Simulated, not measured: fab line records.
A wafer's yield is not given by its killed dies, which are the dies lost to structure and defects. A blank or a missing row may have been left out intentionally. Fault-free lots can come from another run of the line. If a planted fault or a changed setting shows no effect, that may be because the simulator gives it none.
Split-lot study + flow n5Finfet + route with 1938 steps; 7 lots, 39 wafers read

ON THE SPLIT
At N5_BEOL_M11_DESCUM_16 (chemistry O2, time 7.9 s), the setting timeS was moved away from the recipe's 7.9 s on 15 of the 39 wafers read, by -57.9% to +51.6%. All remaining wafers had this setting at the recipe value.

The reading comes from the split's own step.

THE READING
CAR-ArF_of_BEOL_M11_COAT_05.thkNm (the simulator's own value, which no gauge read), in nm, at N5_BEOL_M11_DESCUM_16 (chemistry O2, time 7.9 s). There is no usual value for it anywhere in the file. The 24 wafers here that ran the recipe average 83.7 nm, standard deviation 0.23 nm.

| wafer  | tool, chamber at the split | timeS as run, s | against the recipe | CAR-ArF_of_BEOL_M11_COAT_05.thkNm, nm | against lot-mates on the recipe |
|--------|----------------------------|-----------------|--------------------|---------------------------------------|---------------------------------|
| L080.1 | rieDiel-01, 0              | 7.9             | recipe             | 83.8                                  | -                               |
| L080.2 | rieDiel-01, 1              | 3.329           | -57.9%             | 86.4                                  | +2.7                            |
| L080.4 | rieDiel-01, 1              | 3.329           | -57.9%             | 86.4                                  | +2.7                            |
| L080.3 | rieDiel-01, 3              | 3.329           | -57.9%             | 86.6                                  | +2.9                            |
| L080.5 | rieDiel-01, 0,3            | 7.9             | recipe             | 83.6                                  | -                               |
| L080.6 | rieDiel-01, 0,3            | 7.9             | recipe             | 83.6                                  | -                               |
| L081.1 | rieDiel-03, 2,1            | 7.9             | recipe             | 83.4                                  | -                               |
| L081.4 | rieDiel-03, 2,1            | 7.9             | recipe             | 83.4                                  | -                               |
| L081.2 | rieDiel-03, 3,1            | 11.98           | +51.6%             | 81                                    | -2.5                            |
| L081.3 | rieDiel-03, 3,1            | 11.98           | +51.6%             | 81                                    | -2.5                            |
| L081.5 | rieDiel-03, 2              | 11.98           | +51.6%             | 80.8                                  | -2.7                            |
| L081.6 | rieDiel-03, 3              | 7.9             | recipe             | 83.8                                  | -                               |
| L083.1 | rieDiel-03, 1              | 7.9             | recipe             | 83.8                                  | -                               |
| L083.2 | rieDiel-03, 3              | 9.36            | +18.5%             | 82.8                                  | -0.8                            |
| L083.6 | rieDiel-03, 3              | 9.36            | +18.5%             | 82.8                                  | -0.8                            |
| L083.3 | rieDiel-03, 2              | 9.36            | +18.5%             | 82.6                                  | -1.0                            |
| L083.4 | rieDiel-03, 1              | 7.9             | recipe             | 83.4                                  | -                               |
| L083.5 | rieDiel-03, 2              | 7.9             | recipe             | 83.6                                  | -                               |
| L085.1 | rieDiel-03, 2              | 7.9             | recipe             | 83.8                                  | -                               |
| L085.2 | rieDiel-03, 0,1            | 11.72           | +48.4%             | 81.2                                  | -2.4                            |
| L085.6 | rieDiel-03, 0,1            | 11.72           | +48.4%             | 81.2                                  | -2.4                            |
| L085.3 | rieDiel-03, 3              | 7.9             | recipe             | 83.4                                  | -                               |
| L085.4 | rieDiel-03, 1              | 11.72           | +48.4%             | 81.4                                  | -2.2                            |
| L085.5 | rieDiel-03, 0              | 7.9             | recipe             | 83.6                                  | -                               |
| L087.1 | rieDiel-05, 2              | 7.9             | recipe             | 84.4                                  | -                               |
| L087.2 | rieDiel-05, 0,2            | 10.69           | +35.3%             | 82.4                                  | -1.6                            |
| L087.6 | rieDiel-05, 0,2            | 10.69           | +35.3%             | 82.4                                  | -1.6                            |
| L087.3 | rieDiel-05, 1              | 10.69           | +35.3%             | 82.2                                  | -1.8                            |
| L087.4 | rieDiel-05, 3              | 7.9             | recipe             | 83.8                                  | -                               |
| L087.5 | rieDiel-05, 3              | 7.9             | recipe             | 83.8                                  | -                               |
| L091.1 | rieDiel-03, 3,1,0,3        | 7.9             | recipe             | 83.8                                  | -                               |
| L091.2 | rieDiel-03, 3,1,0,3        | 7.9             | recipe             | 83.8                                  | -                               |
| L091.4 | rieDiel-03, 3,1,0,3        | 7.9             | recipe             | 83.8                                  | -                               |
| L091.6 | rieDiel-03, 3,1,0,3        | 7.9             | recipe             | 83.8                                  | -                               |
| L091.3 | rieDiel-03, 2              | 7.9             | recipe             | 83.4                                  | -                               |
| L091.5 | rieDiel-03, 2              | 7.9             | recipe             | 83.6                                  | -                               |
| L092.1 | rieDiel-05, 0              | 7.9             | recipe             | 83.6                                  | -                               |
| L092.4 | rieDiel-05, 3              | 7.9             | recipe             | 83.4                                  | -                               |
| L092.6 | rieDiel-05, 3              | 7.9             | recipe             | 83.4                                  | -                               |
Where a row lists several chambers, the file gives one row for several wafers and doesn't say which wafer went through which chamber.

THE FIT
A straight line over all 39 wafers: CAR-ArF_of_BEOL_M11_COAT_05.thkNm changes by -0.0486 nm for each +1% of timeS; r = -0.99; the points scatter about the line by 0.23 nm.
The same after taking each lot's own level away (the mean of its wafers on the recipe; 39 wafers): -0.0487 nm for each +1%; r = -0.99; scatter 0.15 nm.
That fit puts the effect of the largest move of timeS on the reading at 2.8 nm.
The span of the lots' own levels, 83.47 to 84.00 nm, comes to 2.3 times the standard deviation stated above.
So the lot-to-lot level changes the slope little: the two slopes agree.
Check: with one of the wafers moved furthest among these (-57.9%) left out of the fit, the line predicts +2.84 nm for it against its lot-mates. It came out at +2.73 nm against them.

THESE WAFERS: OTHER SPLITS
Before the reading, these wafers also passed through other splits. Each is held against what the fit with the lots' levels taken away leaves over:
| other split on the same wafers   | wafers away from the commonest value | r with CAR-ArF_of_BEOL_M11_COAT_05.thkNm (lot level and that fit taken away) |
|----------------------------------|--------------------------------------|------------------------------------------------------------------------------|
| N5_BEOL_M7_ILD_DEP_00 targetThkA | 18                                   | -0.09                                                                        |

FILE'S OWN FIT
CAR-ArF_of_BEOL_M11_COAT_05.thkNm changes by -0.0487 nm for each +1% of timeS, r = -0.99.
